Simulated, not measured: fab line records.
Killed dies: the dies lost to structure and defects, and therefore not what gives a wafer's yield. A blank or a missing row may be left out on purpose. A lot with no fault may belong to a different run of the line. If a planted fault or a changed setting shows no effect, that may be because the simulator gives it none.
The same fault as seen by 2 desks ; flow n5-finfet ; only its own numbers are on each desk; what lay behind them is given at the end

== AT THE METROLOGY DESK ==
What the gauges read, lot by lot, whatever tool the lot ran on: means of the sampled wafers that have a number. The brackets show how far a lot's mean lies from the usual mean; more than 4 standard deviations puts the lot out of limits, marked OUT. Readings shown: 7 out of 32 (the first out of limits, and those lying furthest out on some lot).
Columns: A = COMB_M13 at N5_BEOL_M15_RC_MEAS_101, usual 4e-12 S/m; B = COMB_M14 at N5_BEOL_M15_RC_MEAS_101, usual 2.7e-12 S/m; C = COMB_M15 at N5_BEOL_M15_RC_MEAS_101, usual 1.7e-12 S/m; D = COMB_M6 at N5_BEOL_M15_RC_MEAS_101, usual 2.4e-11 S/m; E = COMB_M6_max_site at N5_BEOL_M15_RC_MEAS_101, usual 3.5e-11 S/m; F = SERP_M12 at N5_BEOL_M15_RC_MEAS_101, usual 0.636 ohm/um; G = SERP_M6 at N5_BEOL_M15_RC_MEAS_101, usual 13.7 ohm/um
lot;first seen here;A;B;C;D;E;F;G
L465;day 14 04:38;4e-12;2.5e-12;1.3e-12;2.8e-11;4.2e-11;0.655;13.7
L466;day 15 17:04;4e-12;4.1e-12;2.2e-12;2.5e-11;3.7e-11;0.625;13.6
L469;day 17 06:56;3e-12;1.8e-12;1.4e-12;1.8e-11;2.9e-11;0.644;13.6
L474;day 17 15:24;3e-12;2.1e-12;8.0e-13;2.7e-11;3.7e-11;0.602;13.4
L473;day 17 18:42;4e-12;2.7e-12;1.1e-12;2.5e-11;3.4e-11;0.620;12.5
L480;day 19 02:34;6e-12;3.9e-12;1.6e-12;4.1e-11;6.9e-11 (+4.2) OUT;0.629;13.1
L482;day 19 04:44;2e-12;2.1e-12;5.0e-13;5.4e-11 (+5.9) OUT;1.1e-10 (+9.2) OUT;0.637;14.0
This desk's result: L480, L482 out of limits, first on L482 (COMB_M6 at N5_BEOL_M15_RC_MEAS_101), day 23 08:51. L465, L466, L469, L474, L473 stayed within limits.

== TOOL OWNER'S DESK, ald-metal-01 ==
The tool's own readings at N5_BEOL_M6_ALD_77 (deposits TaN, target thk 2 nm, pulse time 2 s, purge time 3 s): means of the sampled wafers that have a number, for each lot that ran on this tool. The brackets show how far a lot's mean lies from the usual mean; more than 4 standard deviations puts the lot out of limits, marked OUT.
Columns: A = heater-power-outer-w at N5_BEOL_M6_ALD_77, usual 221 W; B = heater-power-w at N5_BEOL_M6_ALD_77, usual 397 W; C = mfc-carrier-sccm at N5_BEOL_M6_ALD_77, usual 1500 sccm
lot;first seen here;A;B;C
L466;day 16 10:35;228;413;1500
L474;day 18 13:02;234;418;1502
L473;day 18 18:21;224;413;1501
L480;day 20 01:17;232;434;1502
L482;day 20 03:29;229;410;1501
Finding of this desk: none of the 5 lots has anything out of limits.

== ALL TOGETHER ==
L480, L482 would have let the metrology desk raise an alarm at day 23 08:51.
The tool owner's desk saw nothing out of limits.
Tool owner's desk: L480, L482 on record, inside its limits.
Every lot named ran N5_BEOL_M6_ALD_77 on ald-metal-01.

== WHAT HAD BEEN PUT IN BY THE SIMULATOR ==
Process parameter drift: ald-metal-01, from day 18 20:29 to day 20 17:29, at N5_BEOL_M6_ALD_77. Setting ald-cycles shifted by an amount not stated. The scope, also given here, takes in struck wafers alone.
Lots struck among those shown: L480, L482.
Delay in hours, fault start to first out-of-limits reading, per desk: metrology desk 108.
